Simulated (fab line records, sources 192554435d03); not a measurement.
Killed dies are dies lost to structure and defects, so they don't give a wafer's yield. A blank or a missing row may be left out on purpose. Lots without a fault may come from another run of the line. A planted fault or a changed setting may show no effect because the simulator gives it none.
Chamber matching | flow n5_finfet | N5_BEOL_M9_CMP_52 on cmp-04: 4 sister chambers
The step polishes, stops on SiCOH lowk, t overpolish 7 s, target thk 140 nm. 8 wafers are shown with their chamber, then 10 later ones without.

WAFERS WITH THEIR CHAMBER
wafer  | chamber | motor_current_A (A) | time_to_endpoint_s (s)
L080.4 | 1       | 6.7                 | 64
L080.5 | 1       | 6.7                 | 65
L082.6 | 3       | 4.6                 | 69
L086.1 | 2       | 6.6                 | 71
L086.3 | 0       | 5.7                 | 67
L086.4 | 3       | 4.8                 | 65
L087.2 | 0       | 5.3                 | 66
L087.3 | 2       | 6.8                 | 67

WAFERS WITHOUT THEIR CHAMBER
wafer  | motor_current_A (A) | time_to_endpoint_s (s)
L087.4 | 7.1                 | 65
L092.1 | 5.5                 | 67
L092.4 | 6.9                 | 66
L092.6 | 6.7                 | 67
L093.1 | 6.8                 | 62
L093.3 | 4.5                 | 64
L093.5 | 7.2                 | 60
L094.1 | 6.7                 | 56
L094.2 | 4.6                 | 64
L094.5 | 6.7                 | 65

WHICH CHAMBER EACH WENT THROUGH
wafer  | from the rows above     | in truth
L087.4 | can't be placed: 1 or 2 | 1
L092.1 | 0                       | 0
L092.4 | can't be placed: 1 or 2 | 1
L092.6 | can't be placed: 2 or 1 | 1
L093.1 | 1                       | 1
L093.3 | 3                       | 3
L093.5 | can't be placed: 1 or 2 | 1
L094.1 | 1                       | 1
L094.2 | 3                       | 3
L094.5 | can't be placed: 1 or 2 | 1
Placed correctly: 5 of 10. Can't be placed from these rows: 5 (the true chamber is among the candidates in 5). Placed wrongly: 0.
How it was worked out, from the rows above alone: a wafer's distance from a chamber is the root of the sum, over the readings, of the square of ((its reading less the chamber's mean) divided by the reading's scatter). The wafer belongs to the nearest chamber; if the next one is less than 2 further off, it can't be placed. A chamber's mean is the mean of its shown wafers. The scatter: the root of (the sum of the squares of (reading less its chamber's mean) over the shown wafers, divided by (wafers less chambers)).
